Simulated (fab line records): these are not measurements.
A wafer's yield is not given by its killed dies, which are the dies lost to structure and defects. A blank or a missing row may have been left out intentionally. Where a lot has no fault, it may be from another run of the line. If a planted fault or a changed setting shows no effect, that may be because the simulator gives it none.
Matching of chambers :: flow n5_finfet :: N5_BEOL_M0_SAQP_PECVD_00 on pecvd-01 has 3 sister chambers
The step deposits SiCN from 3MS/NH3, target thk 8 nm, time 14 s. 6 wafers are shown with their chamber, then 7 later ones without.

## EACH WAFER AND ITS CHAMBER
wafer: L572.4
chamber: 2
throttle_valve_pct (%): 8.5
showerhead_plenum_p_Torr (Torr): 3.657

wafer: L575.5
chamber: 0
throttle_valve_pct (%): 8.8
showerhead_plenum_p_Torr (Torr): 3.659

wafer: L575.6
chamber: 2
throttle_valve_pct (%): 8.5
showerhead_plenum_p_Torr (Torr): 3.662

wafer: L576.3
chamber: 1
throttle_valve_pct (%): 8.6
showerhead_plenum_p_Torr (Torr): 3.661

wafer: L576.4
chamber: 1
throttle_valve_pct (%): 8.7
showerhead_plenum_p_Torr (Torr): 3.666

wafer: L576.6
chamber: 0
throttle_valve_pct (%): 9.0
showerhead_plenum_p_Torr (Torr): 3.656

## WAFERS MISSING THEIR CHAMBER
wafer: L581.4
throttle_valve_pct (%): 9.1
showerhead_plenum_p_Torr (Torr): 3.658

wafer: L581.6
throttle_valve_pct (%): 8.7
showerhead_plenum_p_Torr (Torr): 3.667

wafer: L583.2
throttle_valve_pct (%): 9.0
showerhead_plenum_p_Torr (Torr): 3.651

wafer: L583.6
throttle_valve_pct (%): 9.1
showerhead_plenum_p_Torr (Torr): 3.654

wafer: L585.1
throttle_valve_pct (%): 8.9
showerhead_plenum_p_Torr (Torr): 3.663

wafer: L585.3
throttle_valve_pct (%): 8.9
showerhead_plenum_p_Torr (Torr): 3.665

wafer: L585.4
throttle_valve_pct (%): 8.8
showerhead_plenum_p_Torr (Torr): 3.675

## THE CHAMBER EACH PASSED THROUGH
wafer: L581.4
from the rows above: 0
in truth: 0

wafer: L581.6
from the rows above: 1
in truth: 1

wafer: L583.2
from the rows above: 0
in truth: 0

wafer: L583.6
from the rows above: 0
in truth: 0

wafer: L585.1
from the rows above: can't be placed: 0 or 1
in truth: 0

wafer: L585.3
from the rows above: can't be placed: 0 or 1
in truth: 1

wafer: L585.4
from the rows above: can't be placed: 1 or 0 or 2
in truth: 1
Placed correctly: 4 of 7. From these rows, 3 cannot be placed; in 3 the true chamber is one of the candidates. Wrongly placed: 0.
How it was worked out, from the rows above alone: a wafer's distance from a chamber is the root of the sum, over the readings, of the square of ((its reading less the chamber's mean) divided by the reading's scatter). If the next closest chamber is less than 2 further off than the closest, the wafer can't be placed; otherwise it belongs to the closest. For every chamber, the mean is computed from those of its wafers that are shown. The scatter: take each reading less its chamber's mean, square it, sum over the shown wafers, divide by the number of wafers less the number of chambers, and take the root.
